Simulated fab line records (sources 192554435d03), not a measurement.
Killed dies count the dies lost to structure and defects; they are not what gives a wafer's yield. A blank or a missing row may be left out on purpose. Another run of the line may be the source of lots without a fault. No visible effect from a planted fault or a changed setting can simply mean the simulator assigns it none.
fab line records | flow n5Finfet
[record] lots = 7 wafers = 21
route steps=1938 shown GATE_CUT@484 MOL_CONTACT_COAG@559 BEOL_M0_SAQP@636
startH: start of the lot's first displayed wafer, in hours after the record's first day | waitH: hours from the lot's prior step to this one | " as in the row above | L1.1+2: a single row standing in for several wafers | - no value, or no start given | * or withheld: withheld | < > ~ a bound
route shown NAME@n: a module of which the file shows steps, and the number in the route of the first | usual: mean and standard deviation over wafers with no fault | same: alike in all rows | chamber/n: place in a boat | sites: per-site readings | _std_site: how widely they spread, as a standard deviation | _edge_site: the outer-site mean with the inner-site mean subtracted | radiusMm: how far each site lies from the wafer's centre | mask NAME#n: copy n | behind: the most recent tool/chamber to have shaped the wafer | hold: reason for holding the lot/hours on hold/outcome of the hold | device: whichever transistor did not switch (one of n, p or np) | end of line: the route-end tests of the same wafers | where a step has no rows: the recipe by itself | killed: at the first sort, the dies lost to defects and structure; wafer yield is something else | map: a wafer's dies, marking killed ones x, the rest . and places with no die _
set.NAME: the run value of the setting; set.NAME@STEP: its run value at that earlier step | model.NAME: the simulator's own value behind a step, which no gauge read
lots whose settings were changed on purpose; a table a step, a row a wafer
[[steps]]
[step N5_GATE_CUT_EXPOSE_10]
[recipe] maskId = GATE_CUT na = 0.33 sourceShape = annular sigmaInner = 0.35 sigmaOuter = 0.8 polarization = unpolarized targetCdNm = 20 doseMj = 43.25
// columns lot.wafer tool chamber startH waitH mask set.doseMj
L078.1 euvScanner-01 0 107.57 - GATE_CUT#0 43.25
L078.2+6 " 0 " " GATE_CUT#0 44.64
L079.1+3 euvScanner-01 0 112.13 - GATE_CUT#0 40.89
L079.5 " 0 " " GATE_CUT#0 43.25
L080.2 euvScanner-02 0 119.33 - GATE_CUT#0 43.25
L080.3+4 " 0 " " GATE_CUT#0 44.46
L082.2+5 euvScanner-01 0 134.35 - GATE_CUT#0 43.25
L082.6 " 0 " " GATE_CUT#0 40.48
L084.4+5 euvScanner-01 0 145.07 - GATE_CUT#0 41.05
L084.6 " 0 " " GATE_CUT#0 43.25
L093.1+3 euvScanner-02 0 201.68 - GATE_CUT#0 43.25
L093.4 " 0 " " GATE_CUT#0 45.85
L097.1+3+6 euvScanner-01 0 222.64 - GATE_CUT#0 43.25
[step N5_GATE_CUT_PEB_11]
[recipe] pebTempC = 100 pebTimeS = 60 resist = CAR-EUV
[step N5_GATE_CUT_DEVELOP_12]
[recipe] developTimeS = 30 developer = TMAH resist = CAR-EUV rinseLiquid = surfactantRinse dry = airSpin devTempC = 23
[step N5_GATE_CUT_CD_MEAS_13]
[recipe] targetCdNm = 20 landingEnergyEv = 500 detector = seInlens
[usual] cdNm = 19.98/0.25
// columns lot.wafer tool chamber startH waitH set.doseMj@GATE_CUT_EXPOSE_10 cdNm
L078.1 cdSem-03 0 107.71 - 43.25 20.34
L078.2 " 0 " " 44.64 20.44
L078.6 " 0 " " 44.64 20.78
L079.1 cdSem-01 0 112.26 - 40.89 18.91
L079.3 " 0 " " 40.89 18.55
L079.5 " 0 " " 43.25 19.93
L080.2 cdSem-03 0 119.46 - 43.25 19.68
L080.3 " 0 " " 44.46 20.06
L080.4 " 0 " " 44.46 20.39
L082.2 cdSem-01 0 134.48 - 43.25 19.87
L082.5 " 0 " " 43.25 19.98
L082.6 " 0 " " 40.48 18.40
L084.4 cdSem-01 0 145.19 - 41.05 18.34
L084.5 " 0 " " 41.05 18.46
L084.6 " 0 " " 43.25 19.77
L093.1 cdSem-01 0 201.81 - 43.25 19.59
L093.3 " 0 " " 43.25 19.69
L093.4 " 0 " " 45.85 21.27
L097.1 cdSem-02 0 222.77 - 43.25 19.85
L097.3 " 0 " " 43.25 20.01
L097.6 " 0 " " 43.25 20.22
[step N5_GATE_CUT_DESCUM_18]
[recipe] chemistry = O2 timeS = 7 sourcePowerW = 50 biasPowerW = 20 pressureMtorr = 20 rfFrequencyHz = 2.712e+07 tempC = 40 resist = CAR-EUV o2FlowSccm = 225
// columns lot.wafer tool chamber startH waitH set.doseMj@GATE_CUT_EXPOSE_10 model.GATE_CUT.cdNm
L078.1 rieDiel-05 3 107.96 0.2 43.25 20
L078.2 " 1 " " 44.64 20.6
L078.6 " 2 " " 44.64 20.8
L079.1 rieDiel-04 1 112.39 0.0 40.89 18.6
L079.3 " 2 " " 40.89 18.8
L079.5 " 3 " " 43.25 19.8
L080.2 rieDiel-04 1 119.58 0.0 43.25 19.6
L080.3+4 " 3,0 " " 44.46 20.4
L082.2 rieDiel-04 3 134.61 0.0 43.25 20.2
L082.5 " 3 " " 43.25 20
L082.6 " 1 " " 40.48 18.2
L084.4 rieDiel-05 0 145.45 0.2 41.05 18.4
L084.5 " 2 " " 41.05 18.8
L084.6 " 1 " " 43.25 19.8
L093.1+3 rieDiel-05 3,1 202.20 0.3 43.25 19.8
L093.4 " 3 " " 45.85 21.2
L097.1+3 rieDiel-02 3,2 222.90 0.0 43.25 20
L097.6 " 1 " " 43.25 20.2
[step N5_GATE_CUT_ETCH_28]
[recipe] chemistry = N2/H2 target = underlayer targetDepthA = 130 maskMaterial = CAR-EUV timeS = 10.4 ionEnergyEv = 200 pressureMtorr = 30 sourceW = 840 biasW = 150 n2FlowSccm = 200 h2FlowSccm = 200 ends = cleared
// columns lot.wafer tool chamber startH waitH set.doseMj@GATE_CUT_EXPOSE_10 model.GATE_CUT.cdNm
L078.1 rieDiel-05 3 107.99 0.0 43.25 20
L078.2 " 1 " " 44.64 20.4
L078.6 " 2 " " 44.64 20.6
L079.1 rieDiel-04 1 112.42 0.0 40.89 18.6
L079.3 " 2 " " 40.89 19
L079.5 " 3 " " 43.25 19.8
L080.2 rieDiel-04 1 119.61 0.0 43.25 19.8
L080.3+4 " 3,0 " " 44.46 20.4
L082.2 rieDiel-04 3 134.64 0.0 43.25 20.2
L082.5 " 3 " " 43.25 20
L082.6 " 1 " " 40.48 18.2
L084.4 rieDiel-05 0 145.49 0.0 41.05 18.4
L084.5 " 2 " " 41.05 18.8
L084.6 " 1 " " 43.25 19.8
L093.1 rieDiel-05 3 202.24 0.0 43.25 19.6
L093.3 " 1 " " 43.25 19.8
L093.4 " 3 " " 45.85 21.2
L097.1 rieDiel-02 3 222.93 0.0 43.25 20.2
L097.3 " 2 " " 43.25 20
L097.6 " 1 " " 43.25 20.4
[step N5_GATE_CUT_ETCH_36]
[recipe] chemistry = CF4 target = SiARC targetDepthA = 130 maskMaterial = CAR-EUV timeS = 21.7 ionEnergyEv = 80 pressureMtorr = 40 sourceW = 545 biasW = 36 Ar_flow_sccm = 100 cf4FlowSccm = 100 ends = cleared
// columns lot.wafer tool chamber startH waitH set.doseMj@GATE_CUT_EXPOSE_10 model.GATE_CUT.cdNm
L078.1 rieDiel-05 3 108.01 0.0 43.25 19.8
L078.2+6 " 1,2 " " 44.64 20.6
L079.1 rieDiel-04 1 112.44 0.0 40.89 18.6
L079.3 " 2 " " 40.89 19
L079.5 " 3 " " 43.25 19.8
L080.2 rieDiel-04 1 119.63 0.0 43.25 19.8
L080.3 " 3 " " 44.46 20.2
L080.4 " 0 " " 44.46 20.4
L082.2 rieDiel-04 3 134.66 0.0 43.25 20
L082.5 " 3 " " 43.25 19.8
L082.6 " 1 " " 40.48 18.2
L084.4 rieDiel-05 0 145.51 0.0 41.05 18.4
L084.5 " 2 " " 41.05 18.8
L084.6 " 1 " " 43.25 19.6
L093.1 rieDiel-05 3 202.26 0.0 43.25 19.6
L093.3 " 1 " " 43.25 19.8
L093.4 " 3 " " 45.85 21
L097.1+6 rieDiel-02 3,1 222.95 0.0 43.25 20.2
L097.3 " 2 " " 43.25 20
[step N5_GATE_CUT_ETCH_37]
[recipe] chemistry = N2/H2 target = SOC targetDepthA = 600 overetchA = 120 maskMaterial = SiARC tempC = 40 timeS = 90 ionEnergyEv = 200 pressureMtorr = 30 sourceW = 840 biasW = 150 n2FlowSccm = 200 h2FlowSccm = 200
// columns lot.wafer tool chamber startH waitH set.doseMj@GATE_CUT_EXPOSE_10 model.GATE_CUT.cdNm
L078.1 rieDiel-05 3 108.04 0.0 43.25 19.8
L078.2 " 1 " " 44.64 20.4
L078.6 " 2 " " 44.64 20.6
L079.1 rieDiel-04 1 112.47 0.0 40.89 18.6
L079.3 " 2 " " 40.89 19.4
L079.5 " 3 " " 43.25 19.8
L080.2 rieDiel-04 1 119.66 0.0 43.25 19.4
L080.3 " 3 " " 44.46 20.2
L080.4 " 0 " " 44.46 20.6
L082.2 rieDiel-04 3 134.69 0.0 43.25 20
L082.5 " 3 " " 43.25 19.8
L082.6 " 1 " " 40.48 18
L084.4 rieDiel-05 0 145.53 0.0 41.05 18.4
L084.5 " 2 " " 41.05 18.8
L084.6 " 1 " " 43.25 19.8
L093.1 rieDiel-05 3 202.28 0.0 43.25 19.6
L093.3 " 1 " " 43.25 19.8
L093.4 " 3 " " 45.85 21
L097.1+6 rieDiel-02 3,1 222.98 0.0 43.25 20.2
L097.3 " 2 " " 43.25 20
[step N5_GATE_CUT_STRIP_38]
[recipe] chemistry = N2/H2 tempC = 40 n2FlowSccm = 200 h2FlowSccm = 200 rfFrequencyHz = 6e+07
[step N5_GATE_CUT_STRIP_39]
[recipe] chemistry = N2/H2 tempC = 40 n2FlowSccm = 200 h2FlowSccm = 200 rfFrequencyHz = 6e+07
[step N5_GATE_CUT_HM_OPEN_40]
[recipe] chemistry = C4F6/O2 target = SiO2 maskMaterial = SiARC targetDepthA = 1390 timeS = 85.1 ionEnergyEv = 250 pressureMtorr = 30 sourceW = 345 biasW = 185 Ar_flow_sccm = 300 C4F6_flow_sccm = 10 O2_flow_sccm = 10 ends = cleared
// columns lot.wafer tool chamber startH waitH set.doseMj@GATE_CUT_EXPOSE_10 model.GATE_CUT.cdNm
L078.1 rieDiel-05 3 108.12 0.0 43.25 20
L078.2+6 " 1,2 " " 44.64 20.6
L079.1 rieDiel-04 1 112.55 0.0 40.89 18.8
L079.3 " 2 " " 40.89 19.4
L079.5 " 3 " " 43.25 19.8
L080.2 rieDiel-04 1 119.74 0.0 43.25 19.6
L080.3 " 3 " " 44.46 20.2
L080.4 " 0 " " 44.46 20.6
L082.2 rieDiel-04 3 134.77 0.0 43.25 19.8
L082.5 " 3 " " 43.25 19.6
L082.6 " 1 " " 40.48 18.2
L084.4 rieDiel-05 0 145.62 0.0 41.05 18.6
L084.5 " 2 " " 41.05 18.8
L084.6 " 1 " " 43.25 19.8
L093.1 rieDiel-05 3 202.37 0.0 43.25 19.6
L093.3 " 1 " " 43.25 19.8
L093.4 " 3 " " 45.85 21
L097.1 rieDiel-02 3 223.06 0.0 43.25 20.4
L097.3 " 2 " " 43.25 20
L097.6 " 1 " " 43.25 20.2
[step N5_GATE_CUT_CUT_ETCH_53]
[recipe] chemistry = SF6/Cl2 target = W maskMaterial = SiO2 targetDepthA = 792 pressureMtorr = 8 icpW = 900 biasW = 80 SF6_flow_sccm = 40 Cl2_flow_sccm = 60 ends = cleared
[usual] etchRfOnTimeS = 26.1/0.33
// columns lot.wafer tool chamber startH waitH set.icpW etchRfOnTimeS
L078.1 rieMetal-02 1 108.35 0.1 900 26.5
L078.2 " 0 " " 1052 22.8
L078.6 " 0 " " 900 26.0
L079.1 rieMetal-02 1 112.79 0.1 848.2 28.1
L079.3 " 1 " " 900 26.6
L079.5 " 1 " " 900 26.5
L080.2 rieMetal-02 1 119.97 0.1 900 26.4
L080.3 " 0 " " 775 29.3
L080.4 " 1 " " 775 30.0
L082.2 rieMetal-03 1 135.00 0.1 739.6 31.3
L082.5 " 0 " " 739.6 30.8
L082.6 " 1 " " 900 26.4
L084.4 rieMetal-03 1 145.86 0.1 900 26.4
L084.5 " 0 " " 900 25.9
L084.6 " 1 " " 900 26.2
L093.1 rieMetal-02 0 202.60 0.1 900 26.5
L093.3 " 0 " " 900 26.2
L093.4 " 1 " " 900 26.3
L097.1 rieMetal-02 0 223.29 0.1 900 26.4
L097.3 " 0 " " 900 26.5
L097.6 " 1 " " 900 26.2
[step N5_MOL_CONTACT_COAG_ALD_27]
[recipe] material = SiOC targetThkA = 170 tempC = 400 aldPrecursorFamily = carbosiloxane aldCoReactant = H2-plasma pulseTimeS = 1.5 timeS = 2720 purgeTimeS = 2 coReactantPurgeTimeS = 2 aldCycles = 340 pressureTorr = 2
// columns lot.wafer tool chamber startH waitH set.aldCycles model.SiOC_of_MOL_CONTACT_COAG_ALD_27.thkNm
L078.1+2+6 aldSin-02 3,2,1 122.95 0.0 340 17
L079.1+3 aldSin-03 1,3 127.60 0.0 295 14.8
L079.5 " 1 " " 340 17
L080.2+4 aldSin-04 1,2 131.69 0.0 340 17
L080.3 " 3 " " 301 15
L082.2+5+6 aldSin-03 3,2,1 145.16 0.3 340 16.8
L084.4+6 aldSin-02 3 156.84 0.0 364 18.2
L084.5 " 2 " " 340 17
L093.1+4 aldSin-02 1,3 213.75 0.0 340 17
L093.3 " 2 " " 388 19.4
L097.1+3+6 aldSin-04 1,3,2 233.56 0.2 340 17
[step N5_MOL_CONTACT_COAG_EXPOSE_81]
[recipe] maskId = VG na = 0.33 sourceShape = annular sigmaInner = 0.3 sigmaOuter = 0.7 polarization = unpolarized defocusNm = 0 doseMj = 59.5
// columns lot.wafer tool chamber startH waitH mask set.doseMj
L078.1 euvScanner-02 0 126.07 - VG#0 63.95
L078.2+6 " 0 " " VG#0 59.5
L079.1+5 euvScanner-01 0 130.32 - VG#0 59.5
L079.3 " 0 " " VG#0 63.93
L080.2+3 euvScanner-02 0 134.42 - VG#0 59.5
L080.4 " 0 " " VG#0 57.47
L082.2+5+6 euvScanner-02 0 148.40 - VG#0 57.72
L084.4 euvScanner-01 0 159.46 - VG#0 63.68
L084.5+6 " 0 " " VG#0 59.5
L093.1 euvScanner-02 0 216.36 - VG#0 59.5
L093.3+4 " 0 " " VG#0 61.75
L097.1+3+6 euvScanner-01 0 236.29 - VG#0 59.5
[step N5_MOL_CONTACT_COAG_PEB_82]
[recipe] pebTempC = 100 pebTimeS = 60 resist = CAR-EUV
[step N5_MOL_CONTACT_COAG_DEVELOP_83]
[recipe] developTimeS = 30 developer = TMAH resist = CAR-EUV rinseLiquid = surfactantRinse dry = airSpin devTempC = 23
[step N5_MOL_CONTACT_COAG_CD_MEAS_84]
[recipe] targetCdNm = 25.1 landingEnergyEv = 500 detector = seInlens polarity = opening
[usual] cdNm = 25.12/0.29
// columns lot.wafer tool chamber startH waitH set.doseMj@MOL_CONTACT_COAG_EXPOSE_81 cdNm
L078.1 cdSem-03 0 126.21 - 63.95 26.41
L078.2 " 0 " " 59.5 24.96
L078.6 " 0 " " 59.5 24.81
L079.1 cdSem-02 0 130.47 - 59.5 25.16
L079.3 " 0 " " 63.93 26.32
L079.5 " 0 " " 59.5 25.20
L080.2 cdSem-03 0 134.56 - 59.5 25.02
L080.3 " 0 " " 59.5 24.71
L080.4 " 0 " " 57.47 24.28
L082.2 cdSem-02 0 148.53 - 57.72 25.09
L082.5 " 0 " " 57.72 25.05
L082.6 " 0 " " 57.72 25.13
L084.4 cdSem-02 0 159.58 - 63.68 26.16
L084.5 " 0 " " 59.5 24.67
L084.6 " 0 " " 59.5 24.92
L093.1 cdSem-02 0 216.51 - 59.5 24.88
L093.3 " 0 " " 61.75 25.53
L093.4 " 0 " " 61.75 25.76
L097.1 cdSem-01 0 236.43 - 59.5 25.26
L097.3 " 0 " " 59.5 24.90
L097.6 " 0 " " 59.5 25.07
[step N5_MOL_CONTACT_COAG_PRECLEAN_144]
[recipe] chemistry = alkalineClean tempC = 60 timeS = 60 doPpb = 50
[step N5_MOL_CONTACT_COAG_SRD_145]
[recipe] dry = ipaMarangoni timeS = 30 tempC = 23 rinseLiquid = diw
[step N5_MOL_CONTACT_COAG_CD_MEAS_137]
[recipe] targetCdNm = 16
[usual] cdNm = 15.9/0.31
// columns lot.wafer tool chamber startH waitH set.doseMj@MOL_CONTACT_COAG_EXPOSE_81 cdNm
L078.1 cdSem-03 - 127.68 0.0 63.95 17.1
L078.2 " - " " 59.5 15.8
L078.6 " - " " 59.5 15.9
L079.1 cdSem-03 - 131.72 0.0 59.5 15.0
L079.3 " - " " 63.93 16.8
L079.5 " - " " 59.5 16.1
L080.2 cdSem-01 - 135.63 0.0 59.5 15.8
L080.3 " - " " 59.5 16.1
L080.4 " - " " 57.47 15.4
L082.2 cdSem-01 - 149.90 0.0 57.72 15.6
L082.5 " - " " 57.72 16.1
L082.6 " - " " 57.72 15.7
L084.4 cdSem-03 - 160.62 0.0 63.68 16.8
L084.5 " - " " 59.5 16.2
L084.6 " - " " 59.5 15.7
L093.1 cdSem-03 - 218.32 0.0 59.5 16.2
L093.3 " - " " 61.75 16.3
L093.4 " - " " 61.75 16.7
L097.1 cdSem-03 - 237.48 0.0 59.5 16.0
L097.3 " - " " 59.5 15.7
L097.6 " - " " 59.5 15.8
[step N5_MOL_CONTACT_COAG_CVD_140]
[recipe] material = W targetThkA = 665 mode = selectiveFill tempC = 300 timeS = 215
// columns lot.wafer tool chamber startH waitH set.targetThkA model.W_of_MOL_CONTACT_COAG_CVD_140.thkNm
L078.1 cvdW-01 1 129.20 0.1 665 67.2
L078.2 " 0 " " 665 64.6
L078.6 " 1 " " 750.2 74.8
L079.1 cvdW-01 1 133.24 0.1 665 67.2
L079.3 " 0 " " 665 66
L079.5 " 1 " " 588.1 59.4
L080.2 cvdW-01 0 137.02 0.1 665 66.2
L080.3 " 1 " " 665 66.6
L080.4 " 0 " " 665 65.6
L082.2+5 cvdW-02 1 151.33 0.1 665 66.6
L082.6 " 0 " " 665 66.8
L084.4 cvdW-02 1 162.88 0.3 740.4 74.6
L084.5 " 1 " " 665 67.6
L084.6 " 1 " " 665 67
L093.1 cvdW-01 0 219.84 0.1 600.6 58.2
L093.3 " 0 " " 665 64.2
L093.4 " 1 " " 665 65.4
L097.1+3 cvdW-01 0 239.30 0.1 665 65.2
L097.6 " 1 " " 665 66.2
[step N5_BEOL_M0_SAQP_PECVD_96]
[recipe] material = a-Si targetThkA = 450 tempC = 350 precursor = SiH4/He pressureTorr = 3 rfW = 100 timeS = 45.2
// columns lot.wafer tool chamber startH waitH set.timeS model.a-Si_of_BEOL_M0_SAQP_PECVD_96.thkNm
L078.1 pecvd-03 1 134.57 0.0 45.2 45
L078.2 " 2 " " 45.2 44
L078.6 " 2 " " 45.2 44.4
L079.1 pecvd-04 2 138.41 0.0 41.17 41.2
L079.3 " 1 " " 45.2 45
L079.5 " 2 " " 41.17 41.4
L080.2 pecvd-02 2 141.94 0.0 38.46 37.2
L080.3 " 0 " " 38.46 38.2
L080.4 " 2 " " 45.2 45
L082.2+6 pecvd-03 1,2 156.35 0.0 45.2 45.4
L082.5 " 0 " " 45.2 46.2
L084.4 pecvd-03 0 169.80 0.0 45.2 45.6
L084.5 " 2 " " 45.2 44.8
L084.6 " 1 " " 45.2 46
L093.1 pecvd-04 0 224.43 0.0 45.2 45.2
L093.3 " 1 " " 45.2 45
L093.4 " 1 " " 45.2 45.4
L097.1+3 pecvd-02 0,1 244.44 0.0 45.2 44.6
L097.6 " 0 " " 45.2 44.4
[step N5_BEOL_M0_SAQP_PECVD_97]
[recipe] material = SiNx targetThkA = 230 tempC = 350 precursor = SiH4/NH3/N2 pressureTorr = 1.5 rfW = 300 timeS = 19.9
[step N5_BEOL_M0_SAQP_PECVD_04]
[recipe] material = a-Si targetThkA = 600 tempC = 350 precursor = SiH4/He pressureTorr = 3 rfW = 100 timeS = 60.2
[step N5_BEOL_M0_SAQP_ETCH_101]
[recipe] chemistry = CH3F/O2 target = SiNx maskMaterial = SiO2 targetDepthA = 299 timeS = 42.7 pressureMtorr = 30 sourceW = 395 biasW = 73 Ar_flow_sccm = 150 CH3F_flow_sccm = 30 O2_flow_sccm = 20 ionEnergyEv = 120
[step N5_BEOL_M0_SAQP_ETCH_102]
[recipe] chemistry = CF4 target = SiO2 targetDepthA = 40 ionEnergyEv = 350 timeS = 4.4 pressureMtorr = 10 icpW = 800 biasW = 400 cf4FlowSccm = 80
[step N5_BEOL_M0_SAQP_MANDREL_ETCH_103]
[recipe] chemistry = HBr/Cl2 target = a-Si targetDepthA = 450 btTimeS = 10 stopOn = SiCN maskMaterial = SiO2 overEtchFrac = 0.8 timeS = 27 pressureMtorr = 10 icpW = 800 biasW = 75 HBr_flow_sccm = 150 Cl2_flow_sccm = 80 ends = endPoint
// columns lot.wafer tool chamber startH waitH set.timeS@BEOL_M0_SAQP_PECVD_96 model.etch.depthNm
L078.1 rieSi-06 3 136.97 0.0 45.2 44.94
L078.2 " 2 " " 45.2 43.99
L078.6 " 2 " " 45.2 44.36
L079.1 rieSi-06 2 141.78 0.0 41.17 41.25
L079.3 " 3 " " 45.2 45.08
L079.5 " 2 " " 41.17 41.48
L080.2 rieSi-04 3 144.69 0.0 38.46 37.19
L080.3 " 1 " " 38.46 38.2
L080.4 " 0 " " 45.2 44.98
L082.2 rieSi-04 1 159.23 0.0 45.2 45.36
L082.5 " 3 " " 45.2 46.22
L082.6 " 2 " " 45.2 45.48
L084.4 rieSi-01 1 172.33 0.0 45.2 45.64
L084.5 " 0 " " 45.2 44.89
L084.6 " 1 " " 45.2 46.08
L093.1 rieSi-01 1 226.89 0.0 45.2 45.14
L093.3 " 2 " " 45.2 45.06
L093.4 " 3 " " 45.2 45.42
L097.1 rieSi-04 2 246.94 0.0 45.2 44.64
L097.3 " 0 " " 45.2 44.54
L097.6 " 0 " " 45.2 44.43
[step N5_BEOL_M0_SAQP_COAT_34]
[recipe] resist = CAR-EUV spinRpm = 1500 resistThkNm = 30
// columns lot.wafer tool chamber startH waitH set.spinRpm model.CAR-EUV_of_BEOL_M0_SAQP_COAT_34.thkNm
L078.1+6 lithoTrack-04 0 - - 1554 29.6
L078.2 " 0 " " 1500 30.2
L079.1+3 lithoTrack-02 0 - - 1500 30
L079.5 " 0 " " 1591 29.2
L080.2+4 lithoTrack-02 0 - - 1500 30.2
L080.3 " 0 " " 1500 30
L082.2 lithoTrack-05 0 - - 1379 31.4
L082.5 " 0 " " 1500 30
L082.6 " 0 " " 1500 30.2
L084.4+5+6 lithoTrack-05 0 - - 1500 30
L093.1+3+4 lithoTrack-02 0 - - 1500 30
L097.1+3+6 lithoTrack-05 0 - - 1500 30.2
[[key]]
[split] step = N5_GATE_CUT_EXPOSE_10 setting = doseMj stated = 43.25 by = wafer
[response] step = N5_GATE_CUT_CD_MEAS_13 reading = cdNm change = +0.235 per = 1% r = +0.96
[response] step = N5_GATE_CUT_DESCUM_18 reading = model.GATE_CUT.cdNm change = +0.246 per = 1% r = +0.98
[response] step = N5_GATE_CUT_ETCH_28 reading = model.GATE_CUT.cdNm change = +0.239 per = 1% r = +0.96
[response] step = N5_GATE_CUT_ETCH_36 reading = model.GATE_CUT.cdNm change = +0.22 per = 1% r = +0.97
[response] step = N5_GATE_CUT_ETCH_37 reading = model.GATE_CUT.cdNm change = +0.235 per = 1% r = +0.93
[response] step = N5_GATE_CUT_HM_OPEN_40 reading = model.GATE_CUT.cdNm change = +0.205 per = 1% r = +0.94
[split] step = N5_GATE_CUT_CUT_ETCH_53 setting = icpW stated = 900 by = wafer
[response] step = N5_GATE_CUT_CUT_ETCH_53 reading = etchRfOnTimeS change = * per = 1% r = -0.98
[split] step = N5_MOL_CONTACT_COAG_ALD_27 setting = aldCycles stated = 340 by = wafer
[response] step = N5_MOL_CONTACT_COAG_ALD_27 reading = model.SiOC_of_MOL_CONTACT_COAG_ALD_27.thkNm change = +0.17 per = 1% r = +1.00
[split] step = N5_MOL_CONTACT_COAG_EXPOSE_81 setting = doseMj stated = 59.5 by = wafer
[response] step = N5_MOL_CONTACT_COAG_CD_MEAS_84 reading = cdNm change = +0.184 per = 1% r = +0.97
[response] step = N5_MOL_CONTACT_COAG_CD_MEAS_137 reading = cdNm change = +0.15 per = 1% r = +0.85
[split] step = N5_MOL_CONTACT_COAG_CVD_140 setting = targetThkA stated = 665 by = wafer
[response] step = N5_MOL_CONTACT_COAG_CVD_140 reading = model.W_of_MOL_CONTACT_COAG_CVD_140.thkNm change = +0.661 per = 1% r = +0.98
[split] step = N5_BEOL_M0_SAQP_PECVD_96 setting = timeS stated = 45.2 by = wafer
[response] step = N5_BEOL_M0_SAQP_PECVD_96 reading = model.a-Si_of_BEOL_M0_SAQP_PECVD_96.thkNm change = +0.47 per = 1% r = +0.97
[response] step = N5_BEOL_M0_SAQP_MANDREL_ETCH_103 reading = model.etch.depthNm change = +0.47 per = 1% r = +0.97
[split] step = N5_BEOL_M0_SAQP_COAT_34 setting = spinRpm stated = 1500 by = wafer
[response] step = N5_BEOL_M0_SAQP_COAT_34 reading = model.CAR-EUV_of_BEOL_M0_SAQP_COAT_34.thkNm change = -0.152 per = 1% r = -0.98
